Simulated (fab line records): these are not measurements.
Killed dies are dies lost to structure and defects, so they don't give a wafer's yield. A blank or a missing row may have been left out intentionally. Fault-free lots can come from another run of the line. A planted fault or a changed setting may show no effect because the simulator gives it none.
fab line records	flow n5-finfet
record: lots: 8	wafers: 24	last-day: 21
route steps=1938 shown BEOL_M4@1111 BEOL_M9@1434 PASSIVATION@1936
lots that met no fault: taken from a fault-free run of the same line
start-h: start of the lot's first displayed wafer, in hours after the record's first day	wait-h: hours elapsed since this lot's preceding step	" the same as in the row above	L1.1+2: a row that stands for several wafers	- no value, or no start given	* or withheld: withheld	< > ~ a bound
route shown NAME@n: names a module that has steps shown in the file, with the first one's number in the route	usual: mean and standard deviation over wafers with no fault	same: alike in all rows	chamber/n: place in a boat	sites: per-site readings	_std_site: standard deviation across them	_edge_site: the outer-site mean with the inner-site mean subtracted	radius-mm: how far each site lies from the wafer's centre	mask NAME#n: copy n	behind: tool/chamber where the wafer was last shaped	hold: why the lot was held/for how many hours/how that ended	device: which transistor (n, p or np) failed to switch	end of line: the tests these same wafers got at the end of their route	a step without rows: its recipe alone	killed: the dies lost at the first sort to structure and to defects; this is not the yield of the wafer	map: a wafer's dies, marking killed ones x, the rest . and places with no die _
set.NAME: the setting the step ran with; set.NAME@STEP: the setting that earlier step ran with	model.NAME: the simulator's own value behind a step, which no gauge read
route steps across a sampled set of lots; one table per step, one row per wafer
services: the hour from which a tool's chamber was out of use, counted from the record's first day as start-h (under 0 if before that day), plus the number of hours and why
== steps ==
step: N5_BEOL_M4_RC_MEAS_101
usual: DIBL_N: 36.1/2.3	DIBL_P: 36/3.2	IOFF_N: 0.16/0.045	IOFF_P: 0.21/0.049	ION_N: 674/14	ION_P: 462/8.4	SS_N: 71.6/0.83	SS_P: 73.2/0.87	VT_N: 249/3.8	VT_P: -250/3.4
lot.wafer	tool	chamber	start-h	wait-h	DIBL_N[mV/V]	DIBL_P[mV/V]	IOFF_N[nA/um]	IOFF_P[nA/um]	ION_N[uA/um]	ION_P[uA/um]	SS_N[mV/dec]	SS_P[mV/dec]	VT_N[mV]	VT_P[mV]
L333.2	prober-01	0	266.49	0.2	36.3	33	0.14	0.18	650	449	71.9	72.9	254	-250
L333.4	"	0	"	"	33.2	30	0.10	0.15	672	459	71.6	72.3	255	-253
L333.6	"	0	"	"	36.7	35	0.14	0.21	682	470	72.0	73.0	253	-250
L337.2	prober-02	0	277.70	0.2	35.9	36	0.16	0.18	671	449	71.5	74.0	248	-250
L337.4	"	0	"	"	31.9	31	0.10	0.13	663	451	69.7	72.0	252	-256
L337.5	"	0	"	"	35.3	34	0.16	0.17	670	453	70.8	72.7	246	-255
L336.4	prober-02	0	289.33	0.5	37.0	38	0.19	0.25	671	455	72.0	73.9	246	-247
L336.5	"	0	"	"	38.4	39	0.20	0.25	679	465	72.7	74.4	249	-249
L336.6	"	0	"	"	36.7	37	0.19	0.23	683	464	72.6	73.6	250	-249
L342.2	prober-02	0	317.56	0.2	35.8	34	0.12	0.21	652	457	71.0	73.4	254	-251
L342.3	"	0	"	"	35.1	34	0.13	0.20	662	464	71.3	71.6	251	-249
L342.4	"	0	"	"	37.7	37	0.16	0.25	675	465	71.9	73.4	251	-247
L349.2	prober-02	0	355.66	0.2	36.0	35	0.16	0.22	669	460	71.3	72.8	248	-247
L349.3	"	0	"	"	34.3	33	0.15	0.20	670	459	71.2	72.3	248	-248
L349.5	"	0	"	"	38.8	39	0.24	0.29	688	464	72.0	73.4	243	-247
L353.1	prober-02	0	364.44	0.0	39.9	39	0.22	0.24	707	474	72.3	74.2	244	-250
L353.2	"	0	"	"	36.0	34	0.14	0.17	661	450	70.8	73.0	250	-252
L353.5	"	0	"	"	35.4	33	0.13	0.17	670	460	70.4	72.0	251	-248
L350.2	prober-01	0	388.49	0.2	35.1	37	0.15	0.23	659	460	71.3	73.8	250	-250
L350.3	"	0	"	"	36.6	38	0.19	0.23	682	457	72.4	73.2	248	-250
L350.6	"	0	"	"	35.3	37	0.15	0.21	665	454	71.9	73.4	252	-250
L354.4	prober-01	0	394.25	0.5	37.5	39	0.20	0.25	683	463	72.7	73.3	246	-248
L354.5	"	0	"	"	40.1	42	0.24	0.29	679	461	72.7	74.2	246	-248
L354.6	"	0	"	"	37.4	38	0.19	0.24	681	466	72.0	73.7	247	-247
step: N5_BEOL_M9_CD_MEAS_28
recipe: target-cd-nm: 70	landing-energy-ev: 500	detector: se-inlens	polarity: opening
usual: cd-nm: 69.84/0.28
lot.wafer	tool	chamber	start-h	wait-h	cd-nm
L333.2	cd-sem-01	0	315.87	-	70.03
L333.4	"	0	"	"	69.62
L333.6	"	0	"	"	69.42
L337.2	cd-sem-01	0	323.47	-	69.77
L337.4	"	0	"	"	70.17
L337.5	"	0	"	"	70.15
L336.4	cd-sem-03	0	333.15	-	69.71
L336.5	"	0	"	"	69.46
L336.6	"	0	"	"	69.66
L342.2	cd-sem-03	0	383.58	-	69.53
L342.3	"	0	"	"	69.94
L342.4	"	0	"	"	69.86
L349.2	cd-sem-02	0	410.24	-	70.05
L349.3	"	0	"	"	69.61
L349.5	"	0	"	"	69.17
L353.1	cd-sem-03	0	412.65	-	70.03
L353.2	"	0	"	"	69.74
L353.5	"	0	"	"	70.16
L350.2	cd-sem-03	0	434.43	-	69.85
L350.3	"	0	"	"	69.84
L350.6	"	0	"	"	69.77
L354.4	cd-sem-02	0	441.90	-	69.71
L354.5	"	0	"	"	70.17
L354.6	"	0	"	"	70.17
step: N5_BEOL_M9_OVL_MEAS_29
recipe: points-per-wafer: 522
usual: V8_OVL: 0.3/0.65
lot.wafer	tool	chamber	start-h	wait-h	V8_OVL[nm]
L333.2	overlay-01	0	315.90	0.0	0.0
L333.4	"	0	"	"	-0.3
L333.6	"	0	"	"	0.4
L337.2	overlay-02	0	323.51	0.0	0.1
L337.4	"	0	"	"	-1.2
L337.5	"	0	"	"	-0.2
L336.4	overlay-02	0	333.20	0.0	-0.3
L336.5	"	0	"	"	0.1
L336.6	"	0	"	"	-1.3
L342.2	overlay-02	0	383.61	0.0	0.0
L342.3	"	0	"	"	0.1
L342.4	"	0	"	"	0.1
L349.2	overlay-02	0	410.28	0.0	0.9
L349.3	"	0	"	"	0.2
L349.5	"	0	"	"	1.3
L353.1	overlay-01	0	412.68	0.0	1.3
L353.2	"	0	"	"	1.0
L353.5	"	0	"	"	0.7
L350.2	overlay-02	0	434.47	0.0	1.7
L350.3	"	0	"	"	0.3
L350.6	"	0	"	"	1.0
L354.4	overlay-02	0	441.94	0.0	-0.1
L354.5	"	0	"	"	0.2
L354.6	"	0	"	"	-0.1
step: N5_BEOL_M9_VIA_ETCH_34
recipe: chemistry: C4F6/O2	target: SiCOH_lowk	target-depth-a: 1824	mask-material: SOC	taper-deg: 4	time-s: 68.4	ion-energy-ev: 250	pressure-mtorr: 30	source-w: 345	bias-w: 185	Ar_flow_sccm: 300	C4F6_flow_sccm: 10	O2_flow_sccm: 10
usual: bias-w: 185.0/0.63	drypump-motor-current-A: 5.6/0.49	oes-product-au: 0.79/0.085	rf-vpp-V: 679/19	showerhead-plenum-p-Torr: 2.86/0.11	throttle-valve-pct: 20.90/0.21
lot.wafer	tool	chamber	start-h	wait-h	bias-w	drypump-motor-current-A	oes-product-au	rf-hours-counter-h	rf-vpp-V	showerhead-plenum-p-Torr	throttle-valve-pct
L333.2	rie-diel-05	1	316.17	0.0	185.0	5.6	0.68	241	649	2.93	21.19
L333.4	"	0	"	"	184.9	5.0	0.70	209	691	2.70	21.01
L333.6	"	2	"	"	184.4	6.1	0.75	-	655	2.98	20.93
L337.2	rie-diel-02	1	323.77	0.0	185.1	6.4	0.78	121	693	2.97	20.78
L337.4	"	3	"	"	184.6	5.7	0.78	-	717	2.72	21.10
L337.5	"	1	"	"	184.1	6.4	0.77	-	694	2.97	20.80
L336.4	rie-diel-02	1	333.45	0.0	185.2	6.4	0.76	124	692	2.97	20.78
L336.5	"	3	"	"	185.0	5.7	0.78	-	715	2.72	21.11
L336.6	"	2	"	"	184.7	5.0	0.96	-	658	2.89	20.53
L342.2	rie-diel-02	0	383.96	0.0	186.3	4.8	0.88	39	689	2.99	21.04
L342.3	"	3	"	"	184.2	5.7	0.76	138	716	2.72	21.11
L342.4	"	2	"	"	185.4	5.0	0.89	17	658	2.89	20.54
L349.2	rie-diel-05	3	410.77	0.0	184.5	5.8	0.69	233	667	2.70	20.87
L349.3	"	0	"	"	184.4	5.0	0.68	240	689	2.68	21.07
L349.5	"	1	"	"	186.3	5.5	0.94	-	692	2.93	20.85
L353.1	rie-diel-05	3	413.03	0.0	185.4	5.7	0.70	233	665	2.70	20.86
L353.2	"	0	"	"	184.8	5.0	0.68	241	692	2.68	21.07
L353.5	"	0	"	"	185.0	5.0	0.69	-	689	2.68	21.04
L350.2	rie-diel-05	1	434.73	0.0	184.5	5.5	0.92	16	693	2.92	20.87
L350.3	"	3	"	"	184.3	5.7	0.68	241	667	2.69	20.89
L350.6	"	1	"	"	185.2	5.5	0.92	-	693	2.92	20.87
L354.4	rie-diel-06	0	442.22	0.0	184.9	5.8	0.71	-	681	2.82	21.18
L354.5	"	3	"	"	184.8	6.1	0.85	-	680	2.89	20.99
L354.6	"	1	"	"	184.0	5.5	0.73	-	673	2.92	20.57
step: N5_BEOL_M9_TRENCH_ETCH_37
recipe: chemistry: C4F6/O2	target-depth-a: 1514.3	target: SiCOH_lowk	time-s: 49	ion-energy-ev: 250	pressure-mtorr: 30	source-w: 345	bias-w: 185	Ar_flow_sccm: 300	C4F6_flow_sccm: 10	O2_flow_sccm: 10
usual: bias-w: 184.9/0.53	drypump-motor-current-A: 5.6/0.49	oes-product-au: 0.79/0.084	rf-vpp-V: 679/19	showerhead-plenum-p-Torr: 2.86/0.11	throttle-valve-pct: 20.92/0.21
lot.wafer	tool	chamber	start-h	wait-h	bias-w	drypump-motor-current-A	oes-product-au	rf-hours-counter-h	rf-vpp-V	showerhead-plenum-p-Torr	throttle-valve-pct
L333.2	rie-diel-05	1	316.27	-	184.6	5.6	0.68	241	649	2.93	21.23
L333.4	"	0	"	"	184.6	5.0	0.69	209	691	2.70	21.05
L333.6	"	2	"	"	184.5	6.1	0.75	-	655	2.98	20.96
L337.2	rie-diel-02	1	323.88	-	184.6	6.4	0.76	121	692	2.97	20.83
L337.4	"	3	"	"	185.3	5.7	0.78	-	714	2.72	21.15
L337.5	"	1	"	"	184.4	6.4	0.77	-	692	2.97	20.80
L336.4	rie-diel-02	1	333.55	-	184.8	6.4	0.76	124	693	2.97	20.82
L336.5	"	3	"	"	185.9	5.7	0.77	-	717	2.72	21.11
L336.6	"	2	"	"	185.8	5.0	0.94	-	660	2.89	20.53
L342.2	rie-diel-02	0	384.07	-	185.4	4.9	1.18	39	689	2.99	21.18
L342.3	"	3	"	"	185.3	5.7	0.76	138	714	2.72	21.17
L342.4	"	2	"	"	184.8	5.0	0.89	17	658	2.89	20.58
L349.2	rie-diel-05	3	410.87	-	185.0	5.7	0.69	233	667	2.70	20.89
L349.3	"	0	"	"	186.0	5.0	0.68	240	688	2.68	21.07
L349.5	"	1	"	"	185.1	5.6	0.93	-	693	2.92	20.90
L353.1	rie-diel-05	3	413.13	-	184.1	5.8	0.70	233	667	2.70	20.88
L353.2	"	0	"	"	184.5	5.0	0.69	241	690	2.68	21.09
L353.5	"	0	"	"	184.7	5.0	0.69	-	689	2.68	21.08
L350.2	rie-diel-05	1	434.84	-	184.9	5.6	0.91	16	691	2.92	20.90
L350.3	"	3	"	"	184.8	5.8	0.68	241	667	2.69	20.91
L350.6	"	1	"	"	185.3	5.6	0.90	-	692	2.92	20.88
L354.4	rie-diel-06	0	442.32	-	184.2	5.8	0.70	-	683	2.82	21.20
L354.5	"	3	"	"	185.2	6.0	0.85	-	677	2.89	21.02
L354.6	"	1	"	"	185.3	5.6	0.74	-	673	2.92	20.61
step: N5_BEOL_M9_OCD_MEAS_38
usual: trench-depth-nm: 149/3.5
lot.wafer	tool	chamber	start-h	wait-h	trench-depth-nm
L333.2	ocd-02	-	316.45	-	147
L333.4	"	-	"	"	150
L333.6	"	-	"	"	152
L337.2	ocd-02	-	324.05	-	146
L337.4	"	-	"	"	148
L337.5	"	-	"	"	147
L336.4	ocd-01	-	333.73	-	145
L336.5	"	-	"	"	145
L336.6	"	-	"	"	148
L342.2	ocd-01	-	384.24	-	236
L342.3	"	-	"	"	147
L342.4	"	-	"	"	148
L349.2	ocd-01	-	411.05	-	149
L349.3	"	-	"	"	151
L349.5	"	-	"	"	152
L353.1	ocd-02	-	413.31	-	149
L353.2	"	-	"	"	152
L353.5	"	-	"	"	152
L350.2	ocd-01	-	435.01	-	152
L350.3	"	-	"	"	145
L350.6	"	-	"	"	152
L354.4	ocd-01	-	442.48	-	144
L354.5	"	-	"	"	156
L354.6	"	-	"	"	146
step: N5_BEOL_M9_THK_MEAS_53
recipe: thk-meas-gauge: xrf	reads: Cu_of_BEOL_M9_ECD_50
usual: M9_THK: 139/3.8
lot.wafer	tool	chamber	start-h	wait-h	M9_THK[nm]
L333.2	film-metro-01	-	318.40	-	137
L333.4	"	-	"	"	137
L333.6	"	-	"	"	141
L337.2	film-metro-02	-	326.25	-	138
L337.4	"	-	"	"	138
L337.5	"	-	"	"	138
L336.4	film-metro-02	-	336.06	-	137
L336.5	"	-	"	"	133
L336.6	"	-	"	"	140
L342.2	film-metro-02	-	388.87	-	225
L342.3	"	-	"	"	135
L342.4	"	-	"	"	137
L349.2	film-metro-01	-	413.46	-	136
L349.3	"	-	"	"	141
L349.5	"	-	"	"	141
L353.1	film-metro-01	-	416.32	-	139
L353.2	"	-	"	"	140
L353.5	"	-	"	"	141
L350.2	film-metro-02	-	437.71	0.3	140
L350.3	"	-	"	"	132
L350.6	"	-	"	"	139
L354.4	film-metro-01	-	445.28	-	134
L354.5	"	-	"	"	145
L354.6	"	-	"	"	136
step: N5_BEOL_M9_RS_MEAS_57
recipe: thk-meas-gauge: four-point-probe	reads: Cu_of_BEOL_M9_ECD_50+Co_of_BEOL_M9_CVD_78+TaN_of_BEOL_M9_ALD_74
usual: M9_RS: 0.153/0.0044
lot.wafer	tool	chamber	start-h	wait-h	M9_RS[ohm/sq]
L333.2	film-metro-02	-	318.54	0.1	0.156
L333.4	"	-	"	"	0.155
L333.6	"	-	"	"	0.150
L337.2	film-metro-02	-	326.39	0.1	0.155
L337.4	"	-	"	"	0.155
L337.5	"	-	"	"	0.156
L336.4	film-metro-01	-	336.20	0.0	0.155
L336.5	"	-	"	"	0.161
L336.6	"	-	"	"	0.152
L342.2	film-metro-01	-	389.00	0.1	0.090
L342.3	"	-	"	"	0.156
L342.4	"	-	"	"	0.155
L349.2	film-metro-01	-	413.63	0.1	0.157
L349.3	"	-	"	"	0.151
L349.5	"	-	"	"	0.150
L353.1	film-metro-02	-	416.46	0.1	0.153
L353.2	"	-	"	"	0.151
L353.5	"	-	"	"	0.150
L350.2	film-metro-01	-	437.85	0.1	0.151
L350.3	"	-	"	"	0.161
L350.6	"	-	"	"	0.152
L354.4	film-metro-01	-	445.41	0.0	0.158
L354.5	"	-	"	"	0.146
L354.6	"	-	"	"	0.157
step: N5_PASSIVATION_PROBE_49
usual: defect-limited-yield: 90.9/1.6	killed_at_M0_to_M3: 37/11	killed_at_M4_up: 15/5.6	killed-at-contacts: 13/6.4	killed-at-front-end: 39/11	killed-at-other: 4/3.1	killed-dies: 107/19	killed-on-rim: 14/4.3	killed-open: 71/14	killed-short: 34/7.8	sort_bin_5_function: 5.3/1	sort_bin_6_memory: 3.4/0.72	sort-n-pass: 1072/20	sort-yield-pct: 90.9/1.7
same: gross-dies: 1180	killed-at-back-side: 0	sort_bin_4_leakage[%]: 0	sort_bin_8_speed[%]: 0
lot.wafer	tool	chamber	start-h	wait-h	defect-limited-yield[%]	killed_at_M0_to_M3	killed_at_M4_up	killed-at-contacts	killed-at-front-end	killed-at-other	killed-dies	killed-on-rim	killed-open	killed-short	sort_bin_5_function[%]	sort_bin_6_memory[%]	sort-n-pass	sort-yield-pct[%]
L333.2	prober-02	-	370.95	0.1	90.9	44	26	4	31	2	107	11	79	27	5.7	3.0	1073	90.9
L333.4	prober-02	-	371.05	0.2	92.0	41	10	6	34	3	94	8	60	31	4.5	3.1	1086	92.0
L333.6	prober-02	-	371.15	0.3	92.3	30	15	9	37	0	91	11	64	25	5.3	2.2	1089	92.3
L337.2	prober-02	-	395.33	0.1	92.5	35	18	17	17	2	89	12	65	21	4.4	3.0	1091	92.5
L337.4	prober-02	-	395.43	0.2	91.4	33	29	15	25	0	102	16	66	33	5.4	2.7	1078	91.4
L337.5	prober-02	-	395.48	0.2	92.7	43	12	4	19	8	86	12	58	26	3.9	2.9	1094	92.7
L336.4	prober-02	-	410.79	0.2	89.7	46	10	13	51	2	122	19	84	36	6.4	3.7	1058	89.7
L336.5	prober-02	-	410.84	0.2	89.9	44	13	13	48	1	119	17	82	35	5.3	4.4	1061	89.9
L336.6	prober-02	-	410.89	0.3	89.6	46	19	8	49	1	123	10	81	42	6.9	2.9	1057	89.6
L342.2	prober-01	-	450.60	0.1	81.9	26	119	8	59	2	214	42	78	33	5.4	4.0	966	81.9
L342.3	prober-01	-	450.65	0.1	89.4	32	20	12	54	7	125	18	83	41	5.9	4.0	1055	89.4
L342.4	prober-01	-	450.70	0.2	88.8	39	15	20	49	9	132	14	85	46	6.1	4.9	1048	88.8
L353.1	prober-02	-	479.04	0.0	93.6	39	10	12	14	1	76	10	54	21	4.2	2.1	1104	93.6
L353.2	prober-02	-	479.09	0.1	91.5	54	10	9	26	1	100	14	67	32	4.9	3.4	1080	91.5
L353.5	prober-02	-	479.24	0.2	91.9	47	10	10	24	5	96	20	64	32	4.5	3.4	1084	91.9
L349.2	prober-02	-	491.57	0.1	91.0	26	17	9	51	3	106	17	64	40	5.3	3.4	1074	91.0
L349.3	prober-02	-	491.62	0.1	89.7	29	25	14	52	1	121	17	81	35	5.8	4.2	1059	89.7
L349.5	prober-02	-	491.72	0.2	91.4	36	15	11	37	3	102	12	68	33	5.3	3.2	1078	91.4
L350.2	prober-02	-	494.88	0.1	85.6	67	14	36	47	6	170	23	121	48	9.0	4.8	1010	85.6
L350.3	prober-02	-	494.93	0.1	89.7	40	21	15	44	2	122	17	80	42	6.2	4.0	1058	89.7
L350.6	prober-02	-	495.08	0.3	90.4	39	21	22	30	1	113	17	83	30	6.3	3.0	1067	90.4
L354.4	prober-02	-	506.92	0.6	88.6	68	3	14	49	1	135	16	93	40	6.4	4.4	1045	88.6
L354.5	prober-02	-	506.97	0.7	90.5	34	14	10	50	4	112	23	65	44	5.6	3.2	1068	90.5
L354.6	prober-02	-	507.02	0.7	93.2	37	7	4	29	3	80	15	54	25	4.4	2.4	1100	93.2
killed by level:class
L333.2 BEOL_M0_SAQP:geometric-particle:open=15 BEOL_M4:geometric-particle:open=12 BEOL_M2:geometric-particle:open=11 BEOL_M3:geometric-particle:open=7 STI_FIN_REVEAL:geometric-particle:open=6 FIN_SAQP:geometric-particle:open=5 BEOL_M0_SAQP:geometric-particle:short=5 GATE_CUT:geometric-particle:open=4
L333.4 BEOL_M0_SAQP:geometric-particle:open=11 DUMMY_GATE:geometric-particle:open=8 BEOL_M0_SAQP:geometric-particle:short=8 BEOL_M3:geometric-particle:open=7 BEOL_M4:geometric-particle:open=6 BEOL_M2:geometric-particle:open=6 STI_FIN_REVEAL:geometric-particle:open=5 GATE_CUT:geometric-particle:short=4
L333.6 BEOL_M4:geometric-particle:open=9 FIN_SAQP:geometric-particle:open=7 STI_FIN_REVEAL:geometric-particle:open=7 MOL_CONTACT_COAG:geometric-particle:open=7 BEOL_M2:geometric-particle:open=7 BEOL_M3:geometric-particle:open=7 BEOL_M1:geometric-particle:open=4 STARTING-WAFER:geometric-particle:short=4
L337.2 MOL_CONTACT_COAG:geometric-particle:open=14 BEOL_M2:geometric-particle:open=13 BEOL_M4:geometric-particle:open=9 STI_FIN_REVEAL:geometric-particle:open=5 BEOL_M3:geometric-particle:open=5 FIN_SAQP:geometric-particle:open=3 GATE_CUT:geometric-particle:short=3 MOL_CONTACT_COAG:geometric-particle:short=3
L337.4 BEOL_M4:geometric-particle:open=16 MOL_CONTACT_COAG:geometric-particle:open=13 BEOL_M1:geometric-particle:open=10 FIN_SAQP:geometric-particle:short=9 BEOL_M0_SAQP:geometric-particle:short=5 FIN_SAQP:geometric-particle:open=4 BEOL_M0:geometric-particle:short=4 BEOL_M4:geometric-particle:short=4
L337.5 BEOL_M1:geometric-particle:open=12 BEOL_M2:geometric-particle:open=8 BEOL_M0_SAQP:geometric-particle:open=5 BEOL_M0_SAQP:geometric-particle:short=5 BEOL_M0:geometric-particle:open=4 FIN_SAQP:geometric-particle:open=3 ILD0:geometric-particle:open=3 MOL_CONTACT_COAG:geometric-particle:open=3
L336.4 BEOL_M2:geometric-particle:open=19 FIN_SAQP:geometric-particle:open=18 MOL_CONTACT_COAG:geometric-particle:open=12 FIN_SAQP:geometric-particle:short=10 BEOL_M0_SAQP:geometric-particle:short=8 BEOL_M0_SAQP:geometric-particle:open=6 BEOL_M1:geometric-particle:open=4 BEOL_M3:geometric-particle:open=4
L336.5 BEOL_M2:geometric-particle:open=24 FIN_SAQP:geometric-particle:open=13 MOL_CONTACT_COAG:geometric-particle:open=9 BEOL_M4:geometric-particle:open=9 GATE_CUT:geometric-particle:short=6 DUMMY_GATE:geometric-particle:open=5 STARTING-WAFER:geometric-particle:open=5 FIN_SAQP:geometric-particle:short=4
L336.6 FIN_SAQP:geometric-particle:open=18 BEOL_M0_SAQP:geometric-particle:open=14 BEOL_M2:geometric-particle:open=13 GATE_CUT:geometric-particle:short=8 FIN_SAQP:geometric-particle:short=7 BEOL_M4:geometric-particle:open=7 BEOL_M0_SAQP:geometric-particle:short=6 BEOL_M4:geometric-particle:short=6
L342.2 BEOL_M9:area-etch=102 STI_FIN_REVEAL:geometric-particle:open=25 FIN_SAQP:geometric-particle:short=9 BEOL_M0_SAQP:geometric-particle:open=9 BEOL_M4:geometric-particle:open=9 BEOL_M0_SAQP:geometric-particle:short=8 FIN_SAQP:geometric-particle:open=6 MOL_CONTACT_COAG:geometric-particle:open=5
L342.3 STI_FIN_REVEAL:geometric-particle:open=19 BEOL_M4:geometric-particle:open=13 BEOL_M0_SAQP:geometric-particle:short=10 BEOL_M0_SAQP:geometric-particle:open=9 STI_FIN_REVEAL:geometric-particle:short=7 MOL_CONTACT_COAG:geometric-particle:open=7 FIN_SAQP:geometric-particle:open=5 DUMMY_GATE:geometric-particle:open=5
L342.4 STI_FIN_REVEAL:geometric-particle:open=15 MOL_CONTACT_COAG:geometric-particle:open=15 FIN_SAQP:geometric-particle:open=12 FIN_SAQP:geometric-particle:short=10 BEOL_M0_SAQP:geometric-particle:open=10 BEOL_M0_SAQP:geometric-particle:short=9 BEOL_M4:geometric-particle:open=9 BEOL_M2:geometric-particle:open=8
L353.1 MOL_CONTACT_COAG:geometric-particle:open=11 BEOL_M0_SAQP:geometric-particle:open=10 BEOL_M0_SAQP:geometric-particle:short=8 BEOL_M3:geometric-particle:open=8 BEOL_M1:geometric-particle:open=5 BEOL_M4:geometric-particle:open=5 STI_FIN_REVEAL:geometric-particle:open=3 BEOL_M2:geometric-particle:open=3
L353.2 BEOL_M2:geometric-particle:open=14 BEOL_M0_SAQP:geometric-particle:open=10 MOL_CONTACT_COAG:geometric-particle:open=9 BEOL_M0_SAQP:geometric-particle:short=6 BEOL_M1:geometric-particle:short=6 BEOL_M1:geometric-particle:open=6 BEOL_M3:geometric-particle:open=6 BEOL_M4:geometric-particle:open=5
L353.5 BEOL_M2:geometric-particle:open=13 BEOL_M3:geometric-particle:open=10 MOL_CONTACT_COAG:geometric-particle:open=7 DUMMY_GATE:geometric-particle:open=6 BEOL_M0_SAQP:geometric-particle:open=6 BEOL_M0_SAQP:geometric-particle:short=5 BEOL_M1:geometric-particle:open=5 FIN_SAQP:geometric-particle:short=3
L349.2 FIN_SAQP:geometric-particle:short=12 FIN_SAQP:geometric-particle:open=11 BEOL_M4:geometric-particle:open=10 STI_FIN_REVEAL:geometric-particle:open=9 MOL_CONTACT_COAG:geometric-particle:open=9 BEOL_M1:geometric-particle:open=6 STI_FIN_REVEAL:geometric-particle:short=5 BEOL_M0:geometric-particle:open=4
L349.3 STI_FIN_REVEAL:geometric-particle:open=15 MOL_CONTACT_COAG:geometric-particle:open=10 BEOL_M4:geometric-particle:open=10 FIN_SAQP:geometric-particle:short=9 FIN_SAQP:geometric-particle:open=8 BEOL_M1:geometric-particle:open=7 BEOL_M0_SAQP:geometric-particle:short=5 BEOL_M5:geometric-particle:short=5
L349.5 STI_FIN_REVEAL:geometric-particle:open=11 BEOL_M0_SAQP:geometric-particle:open=11 BEOL_M0_SAQP:geometric-particle:short=8 FIN_SAQP:geometric-particle:open=7 MOL_CONTACT_COAG:geometric-particle:open=6 FIN_SAQP:geometric-particle:short=5 DUMMY_GATE:geometric-particle:open=5 MOL_CONTACT_COAG:geometric-particle:short=5
L350.2 MOL_CONTACT_COAG:geometric-particle:open=31 BEOL_M0_SAQP:geometric-particle:open=16 BEOL_M0_SAQP:geometric-particle:short=14 BEOL_M1:geometric-particle:open=13 BEOL_M2:geometric-particle:open=13 DUMMY_GATE:geometric-particle:open=9 FIN_SAQP:geometric-particle:short=8 STI_FIN_REVEAL:geometric-particle:open=8
L350.3 BEOL_M0_SAQP:geometric-particle:short=13 MOL_CONTACT_COAG:geometric-particle:open=13 BEOL_M0_SAQP:geometric-particle:open=13 GATE_CUT:geometric-particle:short=10 FIN_SAQP:geometric-particle:open=8 STI_FIN_REVEAL:geometric-particle:open=8 BEOL_M4:geometric-particle:open=8 BEOL_M2:geometric-particle:open=5
L350.6 MOL_CONTACT_COAG:geometric-particle:open=18 BEOL_M0_SAQP:geometric-particle:open=12 BEOL_M4:geometric-particle:open=11 FIN_SAQP:geometric-particle:open=9 DUMMY_GATE:geometric-particle:open=9 BEOL_M0_SAQP:geometric-particle:short=8 BEOL_M1:geometric-particle:short=5 BEOL_M2:geometric-particle:open=5
L354.4 BEOL_M0_SAQP:geometric-particle:open=23 BEOL_M0_SAQP:geometric-particle:short=14 STI_FIN_REVEAL:geometric-particle:open=12 BEOL_M3:geometric-particle:open=12 FIN_SAQP:geometric-particle:open=11 MOL_CONTACT_COAG:geometric-particle:open=10 FIN_SAQP:geometric-particle:short=9 BEOL_M2:geometric-particle:open=9
L354.5 FIN_SAQP:geometric-particle:short=17 FIN_SAQP:geometric-particle:open=11 BEOL_M0_SAQP:geometric-particle:open=10 MOL_CONTACT_COAG:geometric-particle:open=8 BEOL_M2:geometric-particle:open=6 BEOL_M3:geometric-particle:open=6 SPACER0:geometric-particle:short=5 BEOL_M0_SAQP:geometric-particle:short=5
L354.6 BEOL_M1:geometric-particle:open=8 BEOL_M0_SAQP:geometric-particle:short=7 FIN_SAQP:geometric-particle:open=5 BEOL_M0_SAQP:geometric-particle:open=5 BEOL_M3:geometric-particle:open=5 STI_FIN_REVEAL:geometric-particle:open=4 MOL_CONTACT_COAG:geometric-particle:open=4 BEOL_M0:geometric-particle:open=4
== services ==
tool	chamber	start-h	hours	kind
rie-diel-06	2	292.73	-	clean
rie-diel-06	2	292.73	-	consumable-replace:focus-ring
rie-diel-06	2	292.73	33.7	scheduled-down
rie-diel-06	2	292.73	33.7	vent-cycle
rie-diel-02	2	317.30	-	clean
rie-diel-02	2	317.30	-	consumable-replace:focus-ring
rie-diel-02	2	317.30	12.3	scheduled-down
rie-diel-02	2	317.30	12.3	vent-cycle
rie-diel-05	0	344.40	2.8	repair
rie-diel-05	1	347.18	-	clean
rie-diel-05	1	347.18	-	consumable-replace:esc
rie-diel-05	1	347.18	-	consumable-replace:focus-ring
rie-diel-05	1	347.18	37.7	scheduled-down
rie-diel-05	1	347.18	37.7	vent-cycle
rie-diel-02	1	367.74	5.0	repair
rie-diel-06	0	401.30	8.8	repair
rie-diel-06	0	411.47	6.5	repair
rie-diel-02	2	417.51	2.8	repair
rie-diel-06	2	431.53	15.6	repair
== key ==
first-sign: step: N5_BEOL_M9_TRENCH_ETCH_37	reading: oes-product-au	direction: up	sigmas: 4.7	usual: 0.79	struck: 1.18
effect: step: N5_BEOL_M9_OCD_MEAS_38	reading: trench-depth-nm	direction: up	sigmas: 25	usual: 149	struck: 236
effect: step: N5_BEOL_M9_THK_MEAS_53	reading: M9_THK	direction: up	sigmas: 22	usual: 139	struck: 225
effect: step: N5_BEOL_M9_RS_MEAS_57	reading: M9_RS	direction: down	sigmas: 14	usual: 0.153	struck: 0.090
effect: step: N5_PASSIVATION_PROBE_49	reading: killed_at_M4_up	direction: up	sigmas: 18	usual: 15	struck: 119
more-kills-born-at: N5_BEOL_M9_TRENCH_ETCH_37@rie-diel-02: 102
met-at N5_BEOL_M9_TRENCH_ETCH_37
struck-lots L342
struck-wafers L342.2
not-acting-at N5_BEOL_M9_CD_MEAS_28,N5_BEOL_M9_OVL_MEAS_29,N5_BEOL_M9_VIA_ETCH_34
onset-between 333.55 384.07
fault: kind: process-parameter-drift	tool: rie-diel-02	chamber: -	onset-h: 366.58	steps: N5_BEOL_M9_TRENCH_ETCH_37	channel: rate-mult	offset: 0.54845	shape: step	end-h: 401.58	scope: struck-wafers-only
